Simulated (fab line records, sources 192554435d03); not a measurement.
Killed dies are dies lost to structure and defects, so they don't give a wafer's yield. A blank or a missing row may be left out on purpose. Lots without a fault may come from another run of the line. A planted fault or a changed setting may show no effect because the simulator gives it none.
A struck lot beside a sound one | flow n5_finfet | 24 steps out of a route of 1938
Sound: wafers L595.1, L595.4, L595.6. Struck: wafers L598.1, L598.2, L598.6. The cause comes at the end.
At each step with rows: each side's tool, then ch and its chambers, then its first start. Under that, the readings that differ: sound wafers | struck wafers | difference of the means | sigmas: that difference in standard deviations of wafers without a fault.
alike: readings whose means differ by less than 2 such deviations, and words and numbers that are the same on both sides. not compared: withheld readings, readings that some wafer has no value for, bounds like >300 that may hide the same value, and numbers for which the record gives no deviation and whose values overlap.
The two part at a step that has a row with sigmas, a row that says differs or no value, or rows on one side only. Numbers that don't overlap but have no deviation are shown without sigmas and don't part them. A reading that every wafer of one side lacks parts them only if that side has two wafers or more.

first, 11 steps without rows for these wafers: N5_BEOL_M8_ETCH_62 (etches SOC in N2/H2, target depth 110 nm, overetch 22 nm, time 165 s); N5_BEOL_M8_STRIP_68 (strips in N2/H2); N5_BEOL_M8_STRIP_67 (strips in CF4); N5_BEOL_M8_HM_OPEN_17 (chemistry Cl2/BCl3, target TiN, target depth 20 nm, overetch 6 nm); N5_BEOL_M8_STRIP_19 (strips in O2); N5_BEOL_M8_COAT_63 (time 60 s, resist thk 60 nm); N5_BEOL_M8_COAT_64 (time 60 s, resist thk 12 nm); N5_BEOL_M8_COAT_71 (time 60 s, resist thk 5 nm); N5_BEOL_M8_COAT_22 (resist thk 30 nm); N5_BEOL_M8_EBR_24; N5_BEOL_M8_SOFTBAKE_23 (time 60 s).
N5_BEOL_M8_EXPOSE_25: exposes mask V7, target cd 40 nm.
  sound on euv_scanner-02 ch 0, day 10 07:44; struck on euv_scanner-02 ch 0, day 12 09:44
  reading              | sound             | struck            | difference | sigmas
  exposure_dose_mJ_cm2 | 42.40 42.45 42.38 | 36.82 36.85 36.86 | -5.57      | -28
  alike: mask
then, 2 steps without rows for these wafers: N5_BEOL_M8_PEB_26 (peb time 60 s); N5_BEOL_M8_DEVELOP_27 (develop time 30 s).
N5_BEOL_M8_CD_MEAS_28: target cd 40 nm.
  sound on cd_sem-02 ch 0, day 10 07:52; struck on cd_sem-03 ch 0, day 12 09:52
  reading    | sound             | struck            | difference | sigmas
  cd_nm (nm) | 40.03 39.99 39.99 | 36.80 37.07 36.95 | -3.06      | -13
N5_BEOL_M8_DESCUM_33: chemistry O2, time 7 s.
  sound on rie_diel-04 ch 0,3, day 10 08:01; struck on rie_diel-03 ch 0,1,2, day 12 09:59
  reading                  | sound          | struck       | difference | sigmas
  model.BEOL_M8.cd_nm (nm) | 39.8 39.6 39.8 | 36.8 37 36.8 | -2.9       |
  alike: drypump_motor_current_A, oes_product_au, rf_vpp_V, showerhead_plenum_p_Torr, throttle_valve_pct
  not compared: rf_hours_counter_h
then, 5 steps without rows for these wafers: N5_BEOL_M8_ETCH_72 (etches underlayer in N2/H2, target depth 6.5 nm, time 5.2 s); N5_BEOL_M8_ETCH_65 (etches SiARC in CF4, target depth 15.6 nm, time 26 s); N5_BEOL_M8_ETCH_66 (etches SOC in N2/H2, target depth 80 nm, overetch 16 nm, time 120 s); N5_BEOL_M8_STRIP_69 (strips in N2/H2); N5_BEOL_M8_STRIP_73 (strips in N2/H2).
N5_BEOL_M8_VIA_ETCH_34: etches SiCOH lowk in C4F6/O2, target depth 125.5 nm, time 50.5 s.
  sound on rie_diel-04 ch 0,3, day 10 08:11; struck on rie_diel-03 ch 0,1,2, day 12 10:10
  reading                  | sound          | struck         | difference | sigmas
  model.BEOL_M8.cd_nm (nm) | 39.6 39.6 39.8 | 36.8 36.8 36.8 | -2.9       |
  alike: drypump_motor_current_A, oes_f_703_au, oes_product_au, rf_vpp_V, showerhead_plenum_p_Torr, throttle_valve_pct
  not compared: rf_hours_counter_h
then, 1 step without rows for these wafers: N5_BEOL_M8_STRIP_76 (strips in C4F6/O2).
-- the record jumps here: 3 days lie between the struck wafers' starts before and after (it left off in module BEOL_M8 and takes up again in module PASSIVATION, whose first step shown is number 1936 of the route) --
N5_PASSIVATION_PROBE_49:
  sound on prober-02, day 13 06:57; struck on prober-01, day 15 10:01
  alike: defect_limited_yield, killed_at_M0_to_M3, killed_at_M4_up, killed_at_contacts, killed_at_front_end, killed_at_other, killed_dies, killed_open, killed_short, sort_bin_5_function, sort_bin_6_memory, sort_n_pass, sort_yield_pct

WHERE THEY PART
First at N5_BEOL_M8_EXPOSE_25; last, within this record, at N5_BEOL_M8_CD_MEAS_28. Later steps at which nothing parts them and some readings are alike: N5_BEOL_M8_DESCUM_33, N5_BEOL_M8_VIA_ETCH_34, N5_PASSIVATION_PROBE_49.

WHY: what the simulator had put in
Process parameter drift: euv_scanner-02, from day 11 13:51 on, at N5_BEOL_M8_EXPOSE_25. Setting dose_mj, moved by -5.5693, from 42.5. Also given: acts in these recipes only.
